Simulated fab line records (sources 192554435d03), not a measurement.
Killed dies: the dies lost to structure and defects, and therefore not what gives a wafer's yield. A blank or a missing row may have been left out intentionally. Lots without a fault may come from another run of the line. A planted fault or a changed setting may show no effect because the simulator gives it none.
Split-lot experiment    flow n5Finfet    on a route of 1938 steps: 7 lots, 21 wafers read

== THE SPLIT ITSELF ==
At N5_BEOL_M11_COAT_22 (resist thk 90 nm), the setting spinRpm was moved away from the recipe's 1500 rpm on 6 of the 21 wafers read, by -7.8% to +8.4%. This setting was run at the recipe's value on the other wafers.

== FROM THE SPLIT TO THE READING: what the file shows between them, 4 steps ==
- N5_BEOL_M11_EBR_24
- N5_BEOL_M11_SOFTBAKE_23: time 60 s
- N5_BEOL_M11_EXPOSE_25: exposes mask V10
- N5_BEOL_M11_PEB_26: peb time 60 s

== THE READING ==
CAR-ArF_of_BEOL_M11_COAT_22.thkNm (the simulator's own value, which no gauge read), in nm, at N5_BEOL_M11_DEVELOP_27 (develop time 30 s). There is no usual value for it anywhere in the file. Here, 15 wafers ran the recipe; their average is 88.3 nm with a standard deviation of 0.27 nm.

wafer   tool, chamber at the split  spinRpm as run, rpm  against the recipe  CAR-ArF_of_BEOL_M11_COAT_22.thkNm, nm  against lot-mates on the recipe
L074.3  lithoTrack-03, 0            1500                 recipe              88.4                                   -
L074.4  lithoTrack-03, 0            1500                 recipe              88.2                                   -
L074.6  lithoTrack-03, 0            1500                 recipe              88.2                                   -
L076.4  lithoTrack-05, 0            1387                 -7.5%               91.6                                   +3.4
L076.5  lithoTrack-05, 0            1500                 recipe              88.2                                   -
L076.6  lithoTrack-05, 0            1387                 -7.5%               91.4                                   +3.2
L079.3  lithoTrack-04, 0            1500                 recipe              88.2                                   -
L079.5  lithoTrack-04, 0            1500                 recipe              88.2                                   -
L079.6  lithoTrack-04, 0            1500                 recipe              88.2                                   -
L085.1  lithoTrack-03, 0            1570                 +4.7%               86.4                                   -2.2
L085.2  lithoTrack-03, 0            1570                 +4.7%               86.8                                   -1.8
L085.6  lithoTrack-03, 0            1500                 recipe              88.6                                   -
L093.4  lithoTrack-05, 0            1500                 recipe              88.8                                   -
L093.5  lithoTrack-05, 0            1500                 recipe              88.6                                   -
L093.6  lithoTrack-05, 0            1500                 recipe              88.6                                   -
L095.1  lithoTrack-05, 0            1626                 +8.4%               84.2                                   -3.6
L095.2  lithoTrack-05, 0            1500                 recipe              87.8                                   -
L095.3  lithoTrack-05, 0            1500                 recipe              87.8                                   -
L096.4  lithoTrack-03, 0            1500                 recipe              88.4                                   -
L096.5  lithoTrack-03, 0            1383                 -7.8%               92                                     +3.7
L096.6  lithoTrack-03, 0            1500                 recipe              88.2                                   -

FIT RESULTS
A straight line over all 21 wafers: CAR-ArF_of_BEOL_M11_COAT_22.thkNm changes by -0.441 nm for each +1% of spinRpm; r = -0.98; the points scatter about the line by 0.3 nm.
The same after taking each lot's own level away (the mean of its wafers on the recipe; 21 wafers): -0.442 nm for each +1%; r = -1.00; scatter 0.11 nm.
On that fit, the largest move of spinRpm shifts the reading by 3.7 nm.
The span of the lots' own levels, 87.80 to 88.67 nm, comes to 3.2 times the standard deviation stated above.
So the lot-to-lot level changes the slope little: the two slopes agree.
Check: -3.73 nm against its lot-mates is what the line predicts for one of the wafers moved furthest among these (+8.4%) when that wafer is left out of the fit. Against them it came out at -3.6 nm.

== THESE WAFERS: OTHER SPLITS ==
These wafers also went through other splits before the reading. Each is held against what the fit with the lots' levels taken away leaves over:
other split on the same wafers  wafers away from the commonest value  r with CAR-ArF_of_BEOL_M11_COAT_22.thkNm (lot level and that fit taken away)
N5_BEOL_M10_COAT_60 spinRpm     7                                     -0.01
N5_BEOL_M10_EXPOSE_08 doseMj    6                                     -0.08

== THE WHOLE CHAIN: every reading that the file lists as answering this split, in the file's order ==
step                    what it does       reading                                                                             change (the file's fit)                r (the file's)
N5_BEOL_M11_COAT_22     resist thk 90 nm   CAR-ArF_of_BEOL_M11_COAT_22.thkNm (the simulator's own value, which no gauge read)  -0.435 nm for each +1% of the setting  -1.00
N5_BEOL_M11_DEVELOP_27  develop time 30 s  CAR-ArF_of_BEOL_M11_COAT_22.thkNm (the simulator's own value, which no gauge read)  -0.444 nm for each +1% of the setting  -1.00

== THE FILE'S OWN FIT ==
CAR-ArF_of_BEOL_M11_COAT_22.thkNm changes by -0.444 nm for each +1% of spinRpm, r = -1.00.
